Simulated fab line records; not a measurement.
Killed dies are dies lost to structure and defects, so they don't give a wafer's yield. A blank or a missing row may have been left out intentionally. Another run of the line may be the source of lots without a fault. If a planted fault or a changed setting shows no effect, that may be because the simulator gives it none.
One fault seen from 2 desks ; flow nand harc ; each desk holds nothing but its own numbers, with what lay behind them at the end

## TOOL OWNER'S DESK, implanter-01
For each lot that ran on this tool, the mean over its sampled wafers that have a number, from the tool's own readings at NHARC_P_ZERO_WELL_IMPLANT_61. The brackets show how far a lot's mean lies from the usual mean; more than 4 standard deviations puts the lot out of limits, marked OUT.
Columns: A = beam energy keV at NHARC_P_ZERO_WELL_IMPLANT_61, usual 30.001; B = beam on s at NHARC_P_ZERO_WELL_IMPLANT_61, usual 9.99 s
lot;first seen here;A;B
L952;day 3 08:20;30.009;9.90
L954;day 4 04:14;30.002;9.92
L964;day 8 08:37;30.007;10.04
L966;day 9 04:30;29.987;9.97
L968;day 10 01:20;29.998;10.09
L970;day 10 20:24;30.006;10.06
L971;day 11 06:43;30.006;10.03
This desk's verdict: no lot among the 7 shows anything out of limits.

## THE METROLOGY DESK
What the gauges read for every lot (on any tool): the sampled wafers with a number, averaged. The brackets show how far a lot's mean lies from the usual mean; more than 4 standard deviations puts the lot out of limits, marked OUT.
Columns: A = overlay x nm at NHARC_P_STI_OVL_MEAS_10, usual -1 nm; B = overlay y nm at NHARC_P_STI_OVL_MEAS_10, usual -1 nm
lot;first seen here;A;B
L949;day 2 21:08;3;-4
L952;day 4 05:09;-1;8
L954;day 4 21:16;-11;7
L959;day 7 01:05;4;-2
L964;day 9 00:38;-5;8
L966;day 9 20:34;1;-6
L967;day 10 09:22;-1;4
L968;day 10 17:22;-2;-9
L970;day 11 13:28;-5;-11
L971;day 11 23:09;2;0
This desk's verdict: no lot among the 10 shows anything out of limits.

## PUT TOGETHER
The desk of the tool owner found nothing out of limits.
Nothing out of limits was seen by the metrology desk.

## WHAT WAS PUT IN BY THE SIMULATOR
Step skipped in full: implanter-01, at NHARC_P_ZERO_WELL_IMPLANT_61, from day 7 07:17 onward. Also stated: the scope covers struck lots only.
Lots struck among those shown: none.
